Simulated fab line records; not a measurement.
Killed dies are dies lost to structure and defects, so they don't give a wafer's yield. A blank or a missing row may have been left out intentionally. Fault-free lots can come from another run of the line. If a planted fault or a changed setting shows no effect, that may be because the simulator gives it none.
fab line records | flow nand-harc | part 1 of 2: steps 1 to 26 of 42
record lots=5 wafers=15 last-day=32
route steps=1302 shown P_STI@76 P_GATE@110
lots that met no fault: from a run of the same line without faults
start-h: hours from the record's first day to the start of the lot's first wafer shown | wait-h: hours since the lot's step before | " unchanged from the row above | L1.1+2: a single row standing in for several wafers | - no value, or no start given | * or withheld: withheld | < > ~ a bound
route shown NAME@n: NAME is a module with steps in the file, n the number in the route of the first one | usual: mean and standard deviation over wafers with no fault | same: alike in all rows | chamber/n: place in a boat | sites: the reading at each site | _std_site: standard deviation across them | _edge_site: the outer-site mean with the inner-site mean subtracted | radius-mm: for every site, how far away it sits from the centre of the wafer | mask NAME#n: copy n | behind: the last tool/chamber to shape the wafer | hold: why the lot went on hold/how many hours it stayed there/how the hold came to an end | device: which transistor (n, p or np) failed to switch | end of line: the route-end tests of the same wafers | for a step that has no rows: nothing shown but its recipe | killed: not the wafer's yield, but the dies lost to structure and defects at the first sort | map: a wafer's dies, marking killed ones x, the rest . and places with no die _
set.NAME: the setting as run; set.NAME@STEP: as run at that earlier step | model.NAME: the simulator's own value behind a step, which no gauge read
a table for each step, a row for each wafer; lots at some steps of the route
services: a tool's chamber out of use, with start hour (start-h, from the record's first day; less than 0 if before it), hours out, and reason
## steps
# step NHARC_P_STI_COAT_41
# recipe temp-c=200 time-s=65
# usual heater-power-total-W=386.2/1.3
# columns lot.wafer tool chamber start-h wait-h heater-power-total-W
L074.1 litho-track-02 0 - - 384.7
L074.2 " 0 " " 384.3
L074.3 " 0 " " 385.3
L079.1 litho-track-05 0 - - 384.3
L079.3 " 0 " " 384.4
L079.6 " 0 " " 384.6
L087.1 litho-track-07 0 - - 387.9
L087.2 " 0 " " 384.2
L087.4 " 0 " " 386.2
L091.3 litho-track-07 0 - - 385.3
L091.5 " 0 " " 388.0
L091.6 " 0 " " 386.6
L095.2 litho-track-05 0 - - 386.0
L095.3 " 0 " " 387.3
L095.5 " 0 " " 387.5
# step NHARC_P_STI_COAT_03
# recipe spin-rpm=2000 resist-thk-nm=600
# usual spin-speed-rpm=2000.2/1.3
# columns lot.wafer tool chamber start-h wait-h spin-speed-rpm
L074.1 litho-track-02 0 - - 1999.9
L074.2 " 0 " " 2000.3
L074.3 " 0 " " 2000.6
L079.1 litho-track-05 0 - - 2000.2
L079.3 " 0 " " 2002.4
L079.6 " 0 " " 2001.4
L087.1 litho-track-07 0 - - 1999.9
L087.2 " 0 " " 1998.7
L087.4 " 0 " " 1998.4
L091.3 litho-track-07 0 - - 1997.3
L091.5 " 0 " " 2001.4
L091.6 " 0 " " 2000.8
L095.2 litho-track-05 0 - - 2000.4
L095.3 " 0 " " 1999.0
L095.5 " 0 " " 1999.9
# step NHARC_P_STI_SOFTBAKE_04
# recipe temp-c=125 time-s=70
# usual heater-power-total-W=201.0/1.3
# columns lot.wafer tool chamber start-h wait-h heater-power-total-W
L074.1 litho-track-02 0 - - 200.4
L074.2 " 0 " " 202.7
L074.3 " 0 " " 200.8
L079.1 litho-track-05 0 - - 202.7
L079.3 " 0 " " 202.6
L079.6 " 0 " " 202.5
L087.1 litho-track-07 0 - - 200.0
L087.2 " 0 " " 201.8
L087.4 " 0 " " 199.4
L091.3 litho-track-07 0 - - 202.3
L091.5 " 0 " " 199.8
L091.6 " 0 " " 200.3
L095.2 litho-track-05 0 - - 199.4
L095.3 " 0 " " 202.1
L095.5 " 0 " " 199.2
# step NHARC_P_STI_EBR_05
# columns lot.wafer tool chamber start-h wait-h
L074.1+2+3 litho-track-02 0 - -
L079.1+3+6 litho-track-05 0 - -
L087.1+2+4 litho-track-07 0 - -
L091.3+5+6 litho-track-07 0 - -
L095.2+3+5 litho-track-05 0 - -
# step NHARC_P_STI_EXPOSE_06
# recipe na=0.55 target-cd-nm=200 dose-mj=37.69 mask-id=P_STI
# usual exposure-dose-mJ-cm2=37.65/0.042 reticle-temp-C=23.02/0.11
# columns lot.wafer tool chamber start-h wait-h mask exposure-dose-mJ-cm2 reticle-temp-C
L074.1 krf-scanner-04 0 44.30 - P_STI#0 37.67 22.97
L074.2 " 0 " " P_STI#0 37.66 23.13
L074.3 " 0 " " P_STI#0 37.69 23.13
L079.1 krf-scanner-02 0 92.58 - P_STI#0 37.60 23.31
L079.3 " 0 " " P_STI#0 37.67 23.30
L079.6 " 0 " " P_STI#0 37.58 23.12
L087.1 krf-scanner-04 0 172.29 - P_STI#0 37.68 23.03
L087.2 " 0 " " P_STI#0 37.65 23.00
L087.4 " 0 " " P_STI#0 37.71 23.05
L091.3 krf-scanner-04 0 213.75 - P_STI#0 37.62 23.04
L091.5 " 0 " " P_STI#0 37.68 23.16
L091.6 " 0 " " P_STI#0 37.64 23.02
L095.2 krf-scanner-02 0 256.37 - P_STI#0 37.60 22.97
L095.3 " 0 " " P_STI#0 37.60 22.99
L095.5 " 0 " " P_STI#0 37.57 23.11
# step NHARC_P_STI_PEB_07
# recipe peb-temp-c=128 peb-time-s=80
# usual heater-power-total-W=189.9/0.77
# columns lot.wafer tool chamber start-h wait-h heater-power-total-W
L074.1 litho-track-05 0 44.36 0.1 190.9
L074.2 " 0 " " 189.6
L074.3 " 0 " " 190.8
L079.1 litho-track-02 0 92.64 0.1 189.7
L079.3 " 0 " " 188.7
L079.6 " 0 " " 188.5
L087.1 litho-track-05 0 172.36 0.1 190.7
L087.2 " 0 " " 189.2
L087.4 " 0 " " 188.6
L091.3 litho-track-05 0 213.81 0.1 190.7
L091.5 " 0 " " 189.9
L091.6 " 0 " " 190.8
L095.2 litho-track-02 0 256.43 0.1 188.6
L095.3 " 0 " " 189.8
L095.5 " 0 " " 190.0
# step NHARC_P_STI_DEVELOP_08
# recipe time-s=50 dev-temp-c=22
# columns lot.wafer tool chamber start-h wait-h
L074.1+2+3 litho-track-05 0 - -
L079.1+3+6 litho-track-02 0 - -
L087.1+2+4 litho-track-05 0 - -
L091.3+5+6 litho-track-05 0 - -
L095.2+3+5 litho-track-02 0 - -
# step NHARC_P_STI_CD_MEAS_09
# recipe target-cd-nm=200 landing-energy-ev=500
# usual cd-nm=200.3/2
# columns lot.wafer tool chamber start-h wait-h cd-nm
L074.1 cd-sem-02 0 44.45 - 202.3
L074.2 " 0 " " 199.4
L074.3 " 0 " " 202.6
L079.1 cd-sem-02 0 92.74 - 201.6
L079.3 " 0 " " 199.9
L079.6 " 0 " " 198.9
L087.1 cd-sem-01 0 172.44 - 199.1
L087.2 " 0 " " 196.0
L087.4 " 0 " " 200.2
L091.3 cd-sem-02 0 213.89 - 200.3
L091.5 " 0 " " 200.1
L091.6 " 0 " " 203.3
L095.2 cd-sem-02 0 256.52 - 204.8
L095.3 " 0 " " 202.1
L095.5 " 0 " " 198.9
# step NHARC_P_STI_OVL_MEAS_10
# usual overlay-x-nm=0/5.5 overlay-y-nm=-1/6.7
# columns lot.wafer tool chamber start-h wait-h overlay-x-nm overlay-y-nm
L074.1 overlay-02 - 44.54 - 9 -8
L074.2 " - " " 9 -7
L074.3 " - " " 9 -8
L079.1 overlay-02 - 92.82 - 2 -8
L079.3 " - " " 2 -8
L079.6 " - " " 2 -8
L087.1 overlay-01 - 172.53 - -3 -2
L087.2 " - " " -4 -2
L087.4 " - " " -3 -2
L091.3 overlay-02 - 213.98 - 5 9
L091.5 " - " " 5 10
L091.6 " - " " 5 9
L095.2 overlay-02 - 256.60 - -10 -12
L095.3 " - " " -9 -12
L095.5 " - " " -10 -13
# step NHARC_P_STI_INSPECT_11
# usual raw-defect-count=5.7/2.9
# columns lot.wafer tool chamber start-h wait-h raw-defect-count
L074.1 defect-inspect-01 - 44.57 0.0 6
L074.2 " - " " 8
L074.3 " - " " 7
L079.1 defect-inspect-01 - 92.86 0.0 3
L079.3 " - " " 2
L079.6 " - " " 3
L087.1 defect-inspect-02 - 172.57 0.0 6
L087.2 " - " " 6
L087.4 " - " " 7
L091.3 defect-inspect-01 - 214.01 0.0 6
L091.5 " - " " 3
L091.6 " - " " 5
L095.2 defect-inspect-01 - 256.64 0.0 2
L095.3 " - " " 3
L095.5 " - " " 5
# step NHARC_P_STI_HARDBAKE_13
# recipe temp-c=118 time-s=65
# usual heater-power-total-W=195.8/0.35
# columns lot.wafer tool chamber start-h wait-h heater-power-total-W
L074.1 litho-track-05 0 44.63 0.1 196.0
L074.2 " 0 " " 196.1
L074.3 " 0 " " 195.1
L079.1 litho-track-05 0 92.92 0.1 195.6
L079.3 " 0 " " 195.8
L079.6 " 0 " " 196.1
L087.1 litho-track-07 0 172.62 0.1 195.7
L087.2 " 0 " " 195.9
L087.4 " 0 " " 195.9
L091.3 litho-track-05 0 214.08 0.1 195.7
L091.5 " 0 " " 195.8
L091.6 " 0 " " 196.2
L095.2 litho-track-05 0 256.70 0.1 196.1
L095.3 " 0 " " 195.9
L095.5 " 0 " " 195.4
# step NHARC_P_STI_DESCUM_14
# recipe time-s=3 o2-flow-sccm=200 ar-flow-sccm=0 bias-power-w=0 chemistry=O2
# usual drypump-motor-current-A=5.5/0.51 mfc-ar-sccm=0.012/0.013 oes-product-au=0.994/0.0074 rf-vpp-V=57.7/0.99 showerhead-plenum-p-Torr=1.89/0.082 throttle-valve-pct=11.311/0.0092
# columns lot.wafer tool chamber start-h wait-h drypump-motor-current-A mfc-ar-sccm oes-product-au rf-hours-counter-h rf-vpp-V showerhead-plenum-p-Torr throttle-valve-pct
L074.2 rie-diel-08 0 44.71 - 5.0 0.030 0.997 1 56.1 1.83 11.316
L074.1 " 1 " " 5.0 0.025 0.986 1 60.2 2.07 11.303
L074.3 " 2 " " 4.8 0.028 0.974 1 56.6 1.95 11.308
L079.1 rie-diel-08 1 93.01 - 5.1 0.025 0.985 3 56.2 2.07 11.309
L079.3 " 2 " " 4.8 0.028 0.991 4 57.1 1.95 11.305
L079.6 " 2 " " 4.8 0.028 0.987 - 58.7 1.95 11.310
L087.1 rie-diel-08 1 172.70 - 5.1 0.025 0.984 8 59.4 2.07 11.318
L087.4 " 2 " " 4.8 0.028 0.983 9 59.2 1.95 11.301
L087.2 " 3 " " 5.2 0.001 0.996 6 56.5 1.80 11.315
L091.3 rie-diel-06 2 214.16 - 6.0 0.018 0.985 6 59.0 1.93 11.323
L091.5 " 1 " " 6.0 0 0.994 - 58.1 1.77 11.313
L091.6 " 2 " " 6.0 0.018 0.987 - 57.7 1.93 11.307
L095.2 rie-diel-13 1 256.78 - 5.0 0.031 1.008 7 57.5 1.88 11.316
L095.3 " 3 " " 5.1 0 0.998 5 57.1 1.89 11.303
L095.5 " 0 " " 5.7 0 0.984 - 57.3 1.83 11.300
# step NHARC_P_STI_ETCH_42
# recipe target-depth-a=800 overetch-a=240 time-s=61 ion-energy-ev=200 n2-flow-sccm=150 h2-flow-sccm=150 ar-flow-sccm=0 rf-w=400 bias-w=150 chemistry=N2/H2
# usual drypump-motor-current-A=5.5/0.5 mfc-ar-sccm=0.011/0.013 n2-flow-sccm=150.0/0.47 oes-product-au=0.995/0.0088 rf-vpp-V=429.5/2.5 showerhead-plenum-p-Torr=2.01/0.087 throttle-valve-pct=14.171/0.0091
# columns lot.wafer tool chamber start-h wait-h drypump-motor-current-A mfc-ar-sccm n2-flow-sccm oes-product-au rf-hours-counter-h rf-vpp-V showerhead-plenum-p-Torr throttle-valve-pct
L074.1 rie-diel-08 1 44.81 0.1 5.0 0.025 149.4 0.988 1 434.3 2.21 14.185
L074.2 " 2 " " 4.8 0.028 150.0 0.983 1 431.2 2.08 14.180
L074.3 " 0 " " 5.0 0.030 150.1 1.014 1 427.4 1.95 14.170
L079.1 rie-diel-08 0 93.11 0.1 5.0 0.030 150.5 0.995 3 428.8 1.94 14.166
L079.3 " 1 " " 5.0 0.025 149.9 0.986 3 435.1 2.21 14.158
L079.6 " 2 " " 4.8 0.028 149.9 0.984 - 431.3 2.08 14.165
L087.1 rie-diel-08 3 172.79 0.1 5.2 0.001 149.5 0.986 6 427.6 1.91 14.172
L087.2 " 0 " " 5.0 0.030 150.2 1.011 8 426.2 1.94 14.177
L087.4 " 2 " " 4.8 0.028 149.2 0.975 9 431.0 2.08 14.151
L091.3 rie-diel-06 0 214.25 0.1 6.3 0.005 149.3 0.990 7 428.6 1.97 14.170
L091.5 " 1 " " 5.9 0 150.4 0.990 - 427.1 1.89 14.167
L091.6 " 2 " " 6.0 0.018 150.1 0.982 - 431.2 2.06 14.174
L095.2 rie-diel-13 3 256.86 0.1 5.1 0 150.5 0.995 5 428.8 2.02 14.163
L095.3 " 2 " " 6.1 0.002 150.1 1.005 7 428.0 1.93 14.153
L095.5 " 3 " " 5.1 0 150.0 1.004 - 430.7 2.02 14.147
# step NHARC_P_STI_ETCH_31
# recipe target-depth-a=1089 time-s=54.5 cf4-flow-sccm=100 chf3-flow-sccm=30 ar-flow-sccm=0 rf-w=500 bias-w=200 chemistry=CF4/CHF3
# usual chf3-flow-sccm=29.99/0.09 drypump-motor-current-A=5.5/0.51 mfc-ar-sccm=0.012/0.013 oes-product-au=0.954/0.02 rf-vpp-V=369.8/2.3 showerhead-plenum-p-Torr=1.55/0.064 throttle-valve-pct=16.802/0.0093
# columns lot.wafer tool chamber start-h wait-h chf3-flow-sccm drypump-motor-current-A mfc-ar-sccm oes-product-au rf-hours-counter-h rf-vpp-V showerhead-plenum-p-Torr throttle-valve-pct
L074.3 rie-diel-08 0 - - 29.89 5.0 0.030 0.972 1 367.5 1.51 16.794
L074.1 " 1 " " 29.93 5.1 0.025 0.964 1 375.8 1.69 16.797
L074.2 " 2 " " 30.06 4.8 0.028 0.945 1 373.6 1.61 16.816
L079.1 rie-diel-08 0 - - 29.86 5.0 0.030 0.960 3 369.3 1.51 16.815
L079.3 " 1 " " 29.90 5.0 0.025 0.944 3 375.8 1.69 16.788
L079.6 " 2 " " 29.91 4.8 0.028 0.937 - 371.2 1.60 16.796
L087.4 rie-diel-08 0 - - 29.96 5.0 0.030 0.930 8 367.1 1.51 16.803
L087.2 " 1 " " 29.94 5.0 0.025 0.921 8 373.7 1.69 16.801
L087.1 " 3 " " 29.96 5.2 0.001 0.926 7 366.7 1.48 16.796
L091.3 rie-diel-06 3 - - 30.02 5.3 0 0.909 7 370.9 1.58 16.797
L091.5 " 3 " " 30.01 5.3 0 0.920 - 370.4 1.58 16.798
L091.6 " 0 " " 29.89 6.3 0.005 0.917 - 369.2 1.52 16.793
L095.3 rie-diel-13 1 - - 30.14 5.0 0.031 0.972 7 369.2 1.55 16.803
L095.2 " 2 " " 29.95 6.2 0.002 0.982 7 368.9 1.49 16.803
L095.5 " 0 " " 29.97 5.7 0 0.954 - 368.9 1.51 16.810
# step NHARC_P_STI_ETCH_15
# recipe target-depth-a=3000 taper-deg=4 time-s=100.1 hbr-flow-sccm=150 cl2-flow-sccm=50 rf-w=400 icp-w=400 bias-w=100 chemistry=HBr/Cl2
# usual drypump-motor-current-A=5.7/0.55 mfc-cl2-sccm=49.99/0.14 oes-product-au=1.002/0.009 throttle-valve-pct=26.404/0.0083
# columns lot.wafer tool chamber start-h wait-h drypump-motor-current-A mfc-cl2-sccm oes-product-au rf-hours-counter-h throttle-valve-pct
L074.1 rie-si-01 0 45.02 - 6.4 50.01 0.994 0.1 26.401
L074.2 " 1 " " 6.4 50.10 1.008 0.1 26.415
L074.3 " 3 " " 5.6 50.01 0.993 0.1 26.410
L079.1 rie-si-06 3 93.33 - 5.6 50.11 0.989 0.1 26.384
L079.3 " 0 " " 5.0 49.94 1.003 0.1 26.397
L079.6 " 3 " " 5.6 49.86 0.989 - 26.406
L087.4 rie-si-05 1 172.98 - 5.0 50.21 0.999 0.2 26.385
L087.1 " 3 " " 6.3 49.88 1.015 0.3 26.401
L087.2 " 0 " " 5.5 50.07 1.012 0.3 26.405
L091.3 rie-si-01 2 214.42 - 5.6 49.98 0.995 0.1 26.398
L091.6 " 2 " " 5.6 50.13 1.003 - 26.399
L091.5 " 3 " " 5.6 49.93 1.007 - 26.400
L095.3 rie-si-01 3 257.05 - 5.6 49.87 1.002 0.4 26.408
L095.2 " 2 " " 5.7 50.17 1.003 0.4 26.411
L095.5 " 3 " " 5.6 50.10 1.000 - 26.393
# step NHARC_P_STI_CD_MEAS_16
# usual cd-nm=200.0/2.1
# columns lot.wafer tool chamber start-h wait-h cd-nm
L074.1 cd-sem-02 - 45.21 - 201.1
L074.2 " - " " 198.0
L074.3 " - " " 201.8
L079.1 cd-sem-02 - 93.47 - 200.1
L079.3 " - " " 200.9
L079.6 " - " " 199.8
L087.1 cd-sem-01 - 173.13 - 197.3
L087.2 " - " " 196.1
L087.4 " - " " 200.1
L091.3 cd-sem-02 - 214.59 - 197.7
L091.5 " - " " 198.3
L091.6 " - " " 202.3
L095.2 cd-sem-03 - 257.21 - 204.7
L095.3 " - " " 202.8
L095.5 " - " " 198.9
# step NHARC_P_STI_OCD_MEAS_17
# usual trench-depth-nm=302/3.9 trench-foot-cd-nm=158.1/2
# columns lot.wafer tool chamber start-h wait-h trench-depth-nm trench-foot-cd-nm
L074.1 ocd-02 - 45.30 0.1 297 161.4
L074.2 " - " " 301 157.1
L074.3 " - " " 301 160.3
L079.1 ocd-02 - 93.56 0.1 298 159.6
L079.3 " - " " 299 158.4
L079.6 " - " " 297 158.2
L087.1 ocd-01 - 173.22 0.1 304 156.8
L087.2 " - " " 306 153.2
L087.4 " - " " 300 158.1
L091.3 ocd-01 - 214.67 0.1 300 158.3
L091.5 " - " " 302 157.4
L091.6 " - " " 302 161.3
L095.2 ocd-02 - 257.30 0.1 302 163.2
L095.3 " - " " 303 159.6
L095.5 " - " " 304 156.4
# step NHARC_P_STI_STRIP_19
# recipe time-s=900 temp-c=130 chemistry=SPM
# columns lot.wafer tool chamber start-h wait-h
L074.1+2+3 wet-bench-06 7,0,4 45.36 0.1
L079.3+1+6 wet-bench-06 4,7,0 93.62 0.1
L087.2+4+1 wet-bench-06 3,5,6 173.29 0.1
L091.3+6+5 wet-bench-09 6,7,2 214.73 0.1
L095.2+5+3 wet-bench-09 6,7,0 257.37 0.1
# step NHARC_P_STI_PRECLEAN_32
# recipe time-s=* temp-c=50 bath-age-min=0 chemistry=SC1
# columns lot.wafer tool chamber start-h wait-h
L074.1+2+3 wet-bench-06 7,0,4 - -
L079.3+1+6 wet-bench-06 4,7,0 - -
L087.2+4+1 wet-bench-06 3,5,6 - -
L091.3+6+5 wet-bench-09 6,7,2 - -
L095.2+5+3 wet-bench-09 6,7,0 - -
# step NHARC_P_STI_SRD_23
# columns lot.wafer tool chamber start-h wait-h
L074.1+2+3 wet-bench-06 7,0,4 - -
L079.3+1+6 wet-bench-06 4,7,0 - -
L087.2+4+1 wet-bench-06 3,5,6 - -
L091.3+6+5 wet-bench-09 6,7,2 - -
L095.2+5+3 wet-bench-09 6,7,0 - -
# step NHARC_P_STI_OCD_MEAS_43
# usual trench-depth-nm=302/3.9 trench-foot-cd-nm=158.1/2
# columns lot.wafer tool chamber start-h wait-h trench-depth-nm trench-foot-cd-nm
L074.1 ocd-01 - 45.82 - 297 161.0
L074.2 " - " " 301 157.0
L074.3 " - " " 302 160.6
L079.1 ocd-01 - 94.07 - 298 159.5
L079.3 " - " " 300 158.9
L079.6 " - " " 297 157.9
L087.1 ocd-02 - 173.73 - 304 156.3
L087.2 " - " " 306 152.7
L087.4 " - " " 300 158.5
L091.3 ocd-02 - 215.18 - 300 158.5
L091.5 " - " " 302 157.5
L091.6 " - " " 301 161.2
L095.2 ocd-01 - 257.81 - 301 162.8
L095.3 " - " " 303 158.8
L095.5 " - " " 304 156.4
# step NHARC_P_STI_OXIDE_33
# recipe target-thk-a=100 temp-c=1000 ox-time-s=281 material=SiO2
# columns lot.wafer tool chamber start-h wait-h
L074.1+2+3 furnace-03 0 49.51 3.7
L079.1+3+6 furnace-03 0 99.78 5.7
L087.1+2+4 furnace-04 0 177.20 3.5
L091.3+5+6 furnace-03 0 218.87 3.7
L095.2+3+5 furnace-04 0 262.11 4.3
# step NHARC_P_STI_HDPCVD_20
# recipe target-thk-a=withheld sigma-open-frac=withheld material=SiO2
# columns lot.wafer tool chamber start-h wait-h
L074.1+2+3 hdpcvd-01 0,1,1 54.22 0.4
L079.1+3+6 hdpcvd-01 1,0,0 104.54 0.5
L087.2+1+4 hdpcvd-01 0,1,1 181.91 0.4
L091.3+5+6 hdpcvd-01 0,1,0 223.78 0.6
L095.2+3+5 hdpcvd-01 0,0,1 266.92 0.5
# step NHARC_P_STI_ANNEAL_34
# recipe temp-c=1000 time-s=1800
# columns lot.wafer tool chamber start-h wait-h
L074.1+2+3 furnace-04 0 60.38 6.1
L079.1+3+6 furnace-02 0 108.19 3.6
L087.1+2+4 furnace-04 0 185.45 3.4
L091.3+5+6 furnace-04 0 227.93 4.1
L095.2+3+5 furnace-04 0 270.38 3.4
# step NHARC_P_STI_CMP_21
# recipe t-overpolish-s=20 target-thk-nm=380.67
# usual motor-current-A=12.3/1.2 overpolish-run-s=20.001/0.0087
# columns lot.wafer tool chamber start-h wait-h motor-current-A overpolish-run-s
L074.2 cmp-04 2 65.27 0.4 13.1 19.986
L074.3 " 3 " " 11.9 19.990
L074.1 " 0 " " 14.0 20.007
L079.3 cmp-01 1 113.20 0.4 10.8 20.007
L079.1 " 2 " " 12.2 20.009
L079.6 " 0 " " 11.7 20.004
L087.2 cmp-02 3 190.29 0.4 10.3 20.008
L087.4 " 1 " " 12.7 19.997
L087.1 " 2 " " 14.0 20.011
L091.3 cmp-04 0 232.88 0.4 13.6 19.999
L091.5 " 2 " " 13.9 20.005
L091.6 " 3 " " 12.1 19.996
L095.2 cmp-01 2 275.23 0.4 12.5 19.996
L095.3 " 3 " " 13.1 19.986
L095.5 " 0 " " 12.3 19.996
# step NHARC_P_STI_SRD_35
# columns lot.wafer tool chamber start-h wait-h
L074.2+3+1 wet-bench-06 1,5,6 65.57 0.0
L079.1+3+6 wet-bench-09 0,4,5 113.45 0.0
L087.2+4+1 wet-bench-06 5,1,2 190.60 0.0
L091.3+5+6 wet-bench-06 4,7,0 233.13 0.0
L095.3+2+5 wet-bench-04 0,1,4 275.48 0.0
